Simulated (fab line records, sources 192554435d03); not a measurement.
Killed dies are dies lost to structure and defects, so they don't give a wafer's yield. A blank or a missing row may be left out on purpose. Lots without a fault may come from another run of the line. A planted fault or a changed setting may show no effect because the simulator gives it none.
Split-lot experiment | flow n5_finfet | 7 lots, 39 wafers read, on a route of 1938 steps

THE SPLIT
At N5_DUMMY_GATE_ETCH_37 (etches SOC in N2/H2, target depth 60 nm, overetch 30 nm), the setting source_w was moved away from the recipe's 840 W on 9 of the 39 wafers read, by -13.0% to +6.7%. The other wafers ran this setting at the recipe's value.

The reading is taken at the split's own step.

THE READING
rf_vpp_V, in V, at N5_DUMMY_GATE_ETCH_37 (etches SOC in N2/H2, target depth 60 nm, overetch 30 nm). Fault-free wafers of this fab line usually give 524.1 V, standard deviation 2.9 V.

wafer  | tool, chamber at the split | source_w as run, W | against the recipe | rf_vpp_V, V | against lot-mates on the recipe
L076.1 | rie_diel-06, 1             | 840                | recipe             | 519.3       | -
L076.2 | rie_diel-06, 0             | 840                | recipe             | 525.3       | -
L076.3 | rie_diel-06, 3             | 840                | recipe             | 522.8       | -
L076.4 | rie_diel-06, 2             | 730.7              | -13.0%             | 544.5       | +22.0
L076.5 | rie_diel-06, 2             | 730.7              | -13.0%             | 544.6       | +22.1
L076.6 | rie_diel-06, 3             | 730.7              | -13.0%             | 548.7       | +26.2
L078.2 | rie_diel-06, 2             | 840                | recipe             | 518.2       | -
L078.4 | rie_diel-06, 0             | 840                | recipe             | 527.4       | -
L078.5 | rie_diel-06, 1             | 840                | recipe             | 519.9       | -
L082.1 | rie_diel-01, 3             | 840                | recipe             | 522.6       | -
L082.2 | rie_diel-01, 0             | 840                | recipe             | 520.5       | -
L082.3 | rie_diel-01, 1             | 896.3              | +6.7%              | 512.5       | -9.7
L082.4 | rie_diel-01, 2             | 896.3              | +6.7%              | 516.1       | -6.1
L082.5 | rie_diel-01, 1             | 840                | recipe             | 523.5       | -
L082.6 | rie_diel-01, 2             | 896.3              | +6.7%              | 516.2       | -6.0
L086.1 | rie_diel-06, 0             | 758.6              | -9.7%              | 545.2       | +25.3
L086.2 | rie_diel-06, 1             | 840                | recipe             | 518.3       | -
L086.3 | rie_diel-06, 3             | 758.6              | -9.7%              | 542.6       | +22.7
L086.4 | rie_diel-06, 2             | 840                | recipe             | 519.2       | -
L086.5 | rie_diel-06, 3             | 840                | recipe             | 522.3       | -
L086.6 | rie_diel-06, 2             | 758.6              | -9.7%              | 539.0       | +19.1
L087.1 | rie_diel-06, 2             | 840                | recipe             | 519.5       | -
L087.2 | rie_diel-06, 3             | 840                | recipe             | 522.4       | -
L087.3 | rie_diel-06, 1             | 840                | recipe             | 518.4       | -
L087.4 | rie_diel-06, 0             | 840                | recipe             | 526.6       | -
L087.5 | rie_diel-06, 3             | 840                | recipe             | 524.4       | -
L087.6 | rie_diel-06, 2             | 840                | recipe             | 521.1       | -
L088.1 | rie_diel-04, 2             | 840                | recipe             | 524.7       | -
L088.2 | rie_diel-04, 0             | 840                | recipe             | 528.6       | -
L088.3 | rie_diel-04, 3             | 840                | recipe             | 527.5       | -
L088.4 | rie_diel-04, 1             | 840                | recipe             | 525.1       | -
L088.5 | rie_diel-04, 2             | 840                | recipe             | 524.0       | -
L088.6 | rie_diel-04, 3             | 840                | recipe             | 525.8       | -
L091.1 | rie_diel-06, 3             | 840                | recipe             | 521.9       | -
L091.2 | rie_diel-06, 0             | 840                | recipe             | 526.9       | -
L091.3 | rie_diel-06, 1             | 840                | recipe             | 518.4       | -
L091.4 | rie_diel-06, 2             | 840                | recipe             | 528.2       | -
L091.5 | rie_diel-06, 1             | 840                | recipe             | 518.9       | -
L091.6 | rie_diel-06, 0             | 840                | recipe             | 526.0       | -

THE FIT
A straight line over all 39 wafers: rf_vpp_V changes by -1.73 V for each +1% of source_w; r = -0.93; the points scatter about the line by 3.3 V.
The same after taking each lot's own level away (the mean of its wafers on the recipe; 39 wafers): -1.81 V for each +1%; r = -0.94; scatter 3.2 V.
On that fit, the largest move of source_w shifts the reading by 24 V.
The lots' own levels span 519.93 to 525.95 V, that is 2.1 times the standard deviation above.
So the lot-to-lot level changes the slope little: the two slopes agree.
Check: with one of the wafers moved furthest among these (-13.0%) left out of the fit, the line predicts +24.9 V for it against its lot-mates. It came out at +22 V against them.
Tool readings at the split's step, against how far the setting was moved: rf_vpp_V r = -0.93.

THE FILE'S OWN FIT
rf_vpp_V changes by -1.85 V for each +1% of source_w, r = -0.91.
